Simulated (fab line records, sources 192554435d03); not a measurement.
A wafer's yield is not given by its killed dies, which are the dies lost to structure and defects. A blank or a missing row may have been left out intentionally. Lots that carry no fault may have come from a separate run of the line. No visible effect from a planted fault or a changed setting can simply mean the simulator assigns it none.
fab line records	flow n5-finfet
[record] lots = 7	wafers = 39
route steps=1938 shown FIN_SAQP@102 DUMMY_GATE@237 SPACER0@258
start-h: start of the lot's first displayed wafer, in hours after the record's first day	wait-h: hours from the lot's prior step to this one	" the same as in the row above	L1.1+2: several wafers, shown together as one row	- no value present, or no start provided	* or withheld: withheld	< > ~ a bound
route shown NAME@n: names a module that has steps shown in the file, with the first one's number in the route	usual: the fault-free wafers' mean and standard deviation	same: alike in all rows	chamber/n: place in a boat	sites: per-site readings	_std_site: the values' standard deviation	_edge_site: inner sites' mean taken away from outer sites' mean	radius-mm: for every site, how far away it sits from the centre of the wafer	mask NAME#n: copy n	behind: tool/chamber where the wafer was last shaped	hold: the reason the lot was held/the length of the hold in hours/how it ended	device: the n, p or np transistor that did not switch	end of line: the tests these same wafers got at the end of their route	for a step that has no rows: nothing shown but its recipe	killed: the dies lost at the first sort to structure and to defects; this is not the yield of the wafer	map: a wafer's dies, x killed, . not, _ none there
set.NAME: the setting that was run; set.NAME@STEP: the one run at that earlier step	model.NAME: the simulator's own value behind a step, which no gauge read
lots run with intentionally changed settings; tables by step, rows by wafer
[[steps]]
[step N5_FIN_SAQP_HM_DEP_72]
[recipe] material = SiO2	target-thk-a = 120	temp-c = 400	precursor = SiH4/N2O	pressure-torr = 0.75	rf-w = 275	time-s = 7.2
lot.wafer	tool	chamber	start-h	wait-h	set.time-s	model.SiO2_of_FIN_SAQP_HM_DEP_72.thk-nm
L074.1	pecvd-01	1	21.16	0.0	8.127	13.45
L074.2	"	2	"	"	8.127	13.24
L074.3	"	0	"	"	7.2	11.99
L074.4	"	0	"	"	7.2	12.18
L074.5	"	2	"	"	7.2	11.87
L074.6	"	1	"	"	8.127	13.73
L075.1	pecvd-01	0	26.94	0.0	7.2	11.82
L075.3	"	2	"	"	7.2	11.8
L075.5	"	0	"	"	7.2	12.04
L079.1	pecvd-04	0	53.38	0.0	7.888	13.11
L079.2	"	2	"	"	7.2	11.92
L079.3	"	1	"	"	7.888	13.1
L079.4	"	2	"	"	7.2	12.18
L079.5	"	1	"	"	7.888	13.26
L079.6	"	0	"	"	7.2	12.2
L080.1	pecvd-01	0	59.66	0.0	7.2	11.87
L080.2	"	2	"	"	7.2	11.62
L080.3	"	1	"	"	6.564	10.66
L080.4	"	1	"	"	7.2	11.78
L080.5	"	0	"	"	6.564	10.99
L080.6	"	2	"	"	6.564	10.74
L081.1	pecvd-03	0	67.01	0.0	7.2	11.83
L081.2	"	2	"	"	7.2	11.81
L081.3	"	1	"	"	7.2	11.8
L081.4+5	"	2,1	"	"	7.2	12.04
L081.6	"	0	"	"	7.2	11.94
L086.1	pecvd-01	0	93.03	0.0	6.262	10.66
L086.2	"	2	"	"	6.262	10.58
L086.3	"	1	"	"	6.262	10.33
L086.4	"	0	"	"	7.2	12.18
L086.5	"	2	"	"	7.2	12.32
L086.6	"	1	"	"	7.2	12.26
L089.1	pecvd-04	1	114.31	0.0	6.869	11.25
L089.2	"	0	"	"	7.2	11.95
L089.3	"	2	"	"	6.869	11.09
L089.4	"	2	"	"	7.2	11.85
L089.5	"	0	"	"	6.869	11.63
L089.6	"	1	"	"	7.2	12.02
[step N5_FIN_SAQP_COAT_49]
[recipe] resist = SOC	temp-c = 250	time-s = 60	spin-rpm = 1500	resist-thk-nm = 100
[step N5_FIN_SAQP_COAT_50]
[recipe] resist = SiARC	temp-c = 220	time-s = 60	spin-rpm = 1500	resist-thk-nm = 35
[step N5_FIN_SAQP_ETCH_52]
[recipe] chemistry = N2/H2	target = SOC	target-depth-a = 1000	overetch-a = 200	mask-material = SiARC	temp-c = 40	time-s = 150	ion-energy-ev = 200	pressure-mtorr = 30	source-w = 840	bias-w = 150	n2-flow-sccm = 200	h2-flow-sccm = 200	ends = end-point
[step N5_FIN_SAQP_STRIP_53]
[recipe] chemistry = N2/H2	temp-c = 40	n2-flow-sccm = 200	h2-flow-sccm = 200	rf-frequency-hz = 6e+07
[step N5_FIN_SAQP_HM_OPEN_73]
[recipe] chemistry = CHF3/O2	target = SiO2	stop-on = a-Si	target-depth-a = 120	over-etch-frac = 1.8	mask-material = SOC	time-s = 16.8	pressure-mtorr = 30	source-w = 650	bias-w = 170	Ar_flow_sccm = 200	CHF3_flow_sccm = 50	O2_flow_sccm = 5	ion-energy-ev = 200	ends = end-point
lot.wafer	tool	chamber	start-h	wait-h	set.time-s@FIN_SAQP_HM_DEP_72	model.etch.depth-nm
L074.1	rie-diel-03	0	21.85	0.0	8.127	13.45
L074.2	"	1	"	"	8.127	13.24
L074.3	"	3	"	"	7.2	11.99
L074.4	"	2	"	"	7.2	12.18
L074.5	"	3	"	"	7.2	11.87
L074.6	"	2	"	"	8.127	13.73
L075.1	rie-diel-06	1	27.56	0.0	7.2	11.82
L075.3	"	2	"	"	7.2	11.8
L075.5	"	3	"	"	7.2	12.04
L079.1	rie-diel-02	2	57.15	0.0	7.888	13.11
L079.2	"	2	"	"	7.2	11.92
L079.3	"	2	"	"	7.888	13.1
L079.4	"	2	"	"	7.2	12.18
L079.5	"	2	"	"	7.888	13.26
L079.6	"	2	"	"	7.2	12.2
L080.1	rie-diel-02	2	61.96	0.0	7.2	11.87
L080.2	"	3	"	"	7.2	11.62
L080.3	"	2	"	"	6.564	10.66
L080.4	"	3	"	"	7.2	11.78
L080.5	"	2	"	"	6.564	10.99
L080.6	"	3	"	"	6.564	10.74
L081.1	rie-diel-03	0	67.80	0.0	7.2	11.83
L081.2	"	3	"	"	7.2	11.81
L081.3	"	2	"	"	7.2	11.8
L081.4+5	"	3,2	"	"	7.2	12.04
L081.6	"	0	"	"	7.2	11.94
L086.1	rie-diel-02	0	93.65	0.0	6.262	10.66
L086.2	"	1	"	"	6.262	10.58
L086.3	"	3	"	"	6.262	10.33
L086.4	"	3	"	"	7.2	12.18
L086.5	"	1	"	"	7.2	12.32
L086.6	"	0	"	"	7.2	12.26
L089.1	rie-diel-03	2	115.42	0.0	6.869	11.25
L089.2	"	1	"	"	7.2	11.95
L089.3	"	3	"	"	6.869	11.09
L089.4	"	0	"	"	7.2	11.85
L089.5	"	1	"	"	6.869	11.63
L089.6	"	2	"	"	7.2	12.02
[step N5_FIN_SAQP_FIN_ETCH_36]
[recipe] chemistry = HBr/Cl2/O2	target-depth-a = 1200	mask-material = SiNx	time-s = 50.4	bias-w = 102	pressure-mtorr = 10	icp-w = 800	HBr_flow_sccm = 150	Cl2_flow_sccm = 80	O2_flow_sccm = 12
lot.wafer	tool	chamber	start-h	wait-h	set.icp-w	model.FIN_SAQP.feature-depth-nm	model.etch.depth-nm
L074.1	rie-si-02	3	26.18	0.0	800	121.4	121.4
L074.2	"	0	"	"	756.4	118	118
L074.3	"	2	"	"	756.4	117.6	117.6
L074.4	"	1	"	"	800	123	123
L074.5	"	3	"	"	756.4	117.8	117.8
L074.6	"	0	"	"	800	121.2	121.2
L075.1	rie-si-04	0	32.71	0.0	800	118.4	118.5
L075.3	"	1	"	"	800	121.8	121.8
L075.5	"	0	"	"	800	119.4	119.4
L079.1	rie-si-06	3	62.69	0.0	935.6	129	129.1
L079.2	"	0	"	"	800	119.8	119.9
L079.3	"	2	"	"	800	122	122.1
L079.4	"	1	"	"	935.6	129.2	129.2
L079.5	"	2	"	"	800	122.4	122.5
L079.6	"	1	"	"	935.6	129.4	129.4
L080.1	rie-si-02	1	67.27	0.0	800	122.2	122.2
L080.2	"	0	"	"	871.5	126.8	126.8
L080.3	"	2	"	"	800	121.4	121.4
L080.4+6	"	3	"	"	871.5	126.6	126.6
L080.5	"	2	"	"	800	120.6	120.6
L081.1	rie-si-06	2	73.75	0.0	742.2	117.2	117.2
L081.2	"	3	"	"	800	120.6	120.6
L081.3	"	0	"	"	742.2	116.4	116.3
L081.4	"	1	"	"	742.2	116.6	116.7
L081.5	"	1	"	"	800	120.4	120.3
L081.6	"	2	"	"	800	120.8	120.8
L086.1	rie-si-02	3	97.41	0.0	951.9	131.4	131.4
L086.2	"	0	"	"	800	120.8	120.8
L086.3	"	1	"	"	800	123	123
L086.4	"	3	"	"	951.9	131.6	131.7
L086.5	"	1	"	"	951.9	133.8	133.8
L086.6	"	0	"	"	800	121.8	121.7
L089.1	rie-si-02	2	119.95	0.0	800	119.2	119.3
L089.2	"	3	"	"	874.9	127.6	127.5
L089.3	"	0	"	"	800	121.2	121.1
L089.4	"	0	"	"	800	119.8	119.9
L089.5	"	3	"	"	874.9	127	126.9
L089.6	"	2	"	"	874.9	125.6	125.5
[step N5_FIN_SAQP_PRECLEAN_38]
[recipe] chemistry = O3/DIW	time-s = 45	temp-c = 22	o3-ppm = 10
[step N5_FIN_SAQP_PRECLEAN_45]
[recipe] chemistry = dHF	time-s = 10	dilution = 500:1	temp-c = 25
[step N5_FIN_SAQP_SRD_39]
[recipe] dry = ipa-marangoni	time-s = 30	temp-c = 23	rinse-liquid = diw
[step N5_FIN_SAQP_OCD_MEAS_76]
[usual] trench-depth-nm = 120.5/1.5
lot.wafer	tool	chamber	start-h	wait-h	set.icp-w@FIN_SAQP_FIN_ETCH_36	trench-depth-nm
L074.1	ocd-02	-	26.40	0.0	800	121.3
L074.2	"	-	"	"	756.4	117.6
L074.3	"	-	"	"	756.4	117.7
L074.4	"	-	"	"	800	122.7
L074.5	"	-	"	"	756.4	118.0
L074.6	"	-	"	"	800	121.2
L075.1	ocd-02	-	32.93	0.0	800	118.5
L075.3	"	-	"	"	800	121.3
L075.5	"	-	"	"	800	118.8
L079.1	ocd-02	-	62.91	0.0	935.6	129.2
L079.2	"	-	"	"	800	119.9
L079.3	"	-	"	"	800	121.7
L079.4	"	-	"	"	935.6	129.0
L079.5	"	-	"	"	800	123.1
L079.6	"	-	"	"	935.6	129.4
L080.1	ocd-02	-	67.49	0.0	800	122.5
L080.2	"	-	"	"	871.5	126.7
L080.3	"	-	"	"	800	120.9
L080.4	"	-	"	"	871.5	126.8
L080.5	"	-	"	"	800	120.6
L080.6	"	-	"	"	871.5	126.5
L081.1	ocd-02	-	73.97	0.0	742.2	116.7
L081.2	"	-	"	"	800	120.5
L081.3	"	-	"	"	742.2	116.3
L081.4	"	-	"	"	742.2	117.0
L081.5	"	-	"	"	800	120.7
L081.6	"	-	"	"	800	121.1
L086.1	ocd-02	-	97.62	0.0	951.9	131.8
L086.2	"	-	"	"	800	120.7
L086.3	"	-	"	"	800	123.5
L086.4	"	-	"	"	951.9	131.7
L086.5	"	-	"	"	951.9	133.4
L086.6	"	-	"	"	800	121.4
L089.1	ocd-02	-	120.17	0.0	800	119.1
L089.2	"	-	"	"	874.9	127.0
L089.3	"	-	"	"	800	121.2
L089.4	"	-	"	"	800	120.5
L089.5	"	-	"	"	874.9	127.5
L089.6	"	-	"	"	874.9	125.2
[step N5_DUMMY_GATE_ETCH_37]
[recipe] chemistry = N2/H2	target = SOC	target-depth-a = 600	overetch-a = 300	temp-c = 40	ion-energy-ev = 200	pressure-mtorr = 30	source-w = 840	bias-w = 150	n2-flow-sccm = 200	h2-flow-sccm = 200
[usual] rf-vpp-V = 524.3/2
lot.wafer	tool	chamber	start-h	wait-h	set.source-w	rf-vpp-V
L074.1	rie-diel-04	3	49.22	0.0	840	525.2
L074.2	"	1	"	"	840	526.3
L074.3	"	0	"	"	840	526.6
L074.4	"	2	"	"	840	521.7
L074.5	"	3	"	"	840	525.3
L074.6	"	2	"	"	840	523.4
L075.1	rie-diel-04	1	55.05	0.0	840	525.6
L075.3	"	0	"	"	840	526.7
L075.5	"	3	"	"	840	525.4
L079.1	rie-diel-05	1	82.56	0.0	840	522.2
L079.2	"	3	"	"	840	521.6
L079.3	"	2	"	"	995.4	494.6
L079.4	"	1	"	"	995.4	495.1
L079.5	"	2	"	"	995.4	494.5
L079.6	"	3	"	"	840	524.2
L080.1	rie-diel-01	3	87.27	0.0	890.9	512.1
L080.2	"	2	"	"	840	523.1
L080.3	"	1	"	"	840	524.8
L080.4	"	3	"	"	890.9	511.4
L080.5	"	2	"	"	840	523.5
L080.6	"	1	"	"	890.9	514.1
L081.1	rie-diel-01	1	93.83	0.0	840	523.7
L081.2	"	2	"	"	840	524.6
L081.3	"	0	"	"	840	525.1
L081.4	"	3	"	"	682.5	559.6
L081.5	"	0	"	"	682.5	561.4
L081.6	"	1	"	"	682.5	561.6
L086.1	rie-diel-05	0	117.10	0.0	951.7	506.3
L086.2	"	3	"	"	840	523.3
L086.3	"	2	"	"	951.7	502.4
L086.4	"	1	"	"	951.7	504.1
L086.5	"	3	"	"	840	523.3
L086.6	"	0	"	"	840	529.2
L089.1	rie-diel-01	1	143.21	0.0	906.6	511.8
L089.2	"	3	"	"	906.6	508.6
L089.3	"	2	"	"	840	523.3
L089.4	"	0	"	"	840	524.3
L089.5	"	1	"	"	840	524.0
L089.6	"	0	"	"	906.6	511.4
[step N5_SPACER0_ALD_07]
[recipe] material = SiNx	target-thk-a = 20	temp-c = 400	ald-precursor-family = SiH2I2	ald-co-reactant = N2/H2-plasma	pressure-torr = 2
lot.wafer	tool	chamber	start-h	wait-h	set.target-thk-a	model.SiNx_of_SPACER0_ALD_07.thk-nm
L074.1+5+6	ald-sin-03	1,0,1	50.37	0.0	17.3	1.8
L074.2+3+4	"	3,2,0	"	"	20	2
L075.1+3+5	ald-sin-02	0,2,0	56.09	0.0	20	2
L079.1+3+4	ald-sin-02	0,2,3	83.61	0.0	21.91	2.2
L079.2+5+6	"	1,0,1	"	"	20	2
L080.1+3+6	ald-sin-02	1,3,2	88.52	0.2	20	2
L080.2+4+5	"	2,0,1	"	"	23.08	2.4
L081.1+3+5	ald-sin-02	2,1,0	95.30	0.4	20	2
L081.2+4+6	"	3,0,3	"	"	18.64	1.8
L086.1+5+6	ald-sin-03	3,1,2	118.27	0.0	20	2
L086.2	"	1	"	"	20.93	2.2
L086.3+4	"	0,2	"	"	20.93	2
L089.1+3+6	ald-sin-03	2,3,3	144.25	0.0	20	2
L089.2+5	"	1,2	"	"	21.08	2.2
L089.4	"	0	"	"	21.08	2
[step N5_SPACER0_ALD_00]
[recipe] material = SiOCN	target-thk-a = 35	temp-c = 400	ald-precursor-family = alkyl-aminosilane	ald-co-reactant = O2/N2-plasma	pulse-time-s = 3	purge-time-s = 2	co-reactant-purge-time-s = 2	ald-cycles = 58	pressure-torr = 2
lot.wafer	tool	chamber	start-h	wait-h	set.ald-cycles	model.SiOCN_of_SPACER0_ALD_00.thk-nm
L074.1+6	ald-sin-03	1	50.52	0.1	58	3.4
L074.2+3+4+5	"	3,2,0,0	"	"	58	3.6
L075.1+5	ald-sin-02	0	56.24	0.1	58	3.6
L075.3	"	2	"	"	58	3.4
L079.1+2	ald-sin-02	0,1	83.76	0.1	58	3.6
L079.3+4+5+6	"	2,3,0,1	"	"	58	3.4
L080.1	ald-sin-02	1	88.67	0.1	58	3.4
L080.2+3+6	"	2,3,2	"	"	64	3.8
L080.4+5	"	0,1	"	"	58	3.6
L081.1+3+4+5+6	ald-sin-02	2,1,0,0,3	95.45	0.1	58	3.6
L081.2	"	3	"	"	58	3.4
L086.1+3+5	ald-sin-03	3,0,1	118.42	0.1	58	3.4
L086.2+4+6	"	1,2,2	"	"	67	4
L089.1+4+5	ald-sin-03	2,0,2	144.40	0.1	67	4
L089.2+6	"	1,3	"	"	58	3.6
L089.3	"	3	"	"	58	3.4
[[key]]
[split] step = N5_FIN_SAQP_HM_DEP_72	setting = time-s	stated = 7.2	by = wafer
[response] step = N5_FIN_SAQP_HM_DEP_72	reading = model.SiO2_of_FIN_SAQP_HM_DEP_72.thk-nm	change = +0.119	per = 1%	r = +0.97
[response] step = N5_FIN_SAQP_HM_OPEN_73	reading = model.etch.depth-nm	change = +0.119	per = 1%	r = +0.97
[split] step = N5_FIN_SAQP_FIN_ETCH_36	setting = icp-w	stated = 800	by = wafer
[response] step = N5_FIN_SAQP_FIN_ETCH_36	reading = model.FIN_SAQP.feature-depth-nm	change = +0.545	per = 1%	r = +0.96
[response] step = N5_FIN_SAQP_FIN_ETCH_36	reading = model.etch.depth-nm	change = +0.545	per = 1%	r = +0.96
[response] step = N5_FIN_SAQP_OCD_MEAS_76	reading = trench-depth-nm	change = +0.542	per = 1%	r = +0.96
[split] step = N5_DUMMY_GATE_ETCH_37	setting = source-w	stated = 840	by = wafer
[response] step = N5_DUMMY_GATE_ETCH_37	reading = rf-vpp-V	change = -1.7	per = 1%	r = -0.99
[split] step = N5_SPACER0_ALD_07	setting = target-thk-a	stated = 20	by = wafer
[response] step = N5_SPACER0_ALD_07	reading = model.SiNx_of_SPACER0_ALD_07.thk-nm	change = +0.0217	per = 1%	r = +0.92
[split] step = N5_SPACER0_ALD_00	setting = ald-cycles	stated = 58	by = wafer
[response] step = N5_SPACER0_ALD_00	reading = model.SiOCN_of_SPACER0_ALD_00.thk-nm	change = +0.0328	per = 1%	r = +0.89
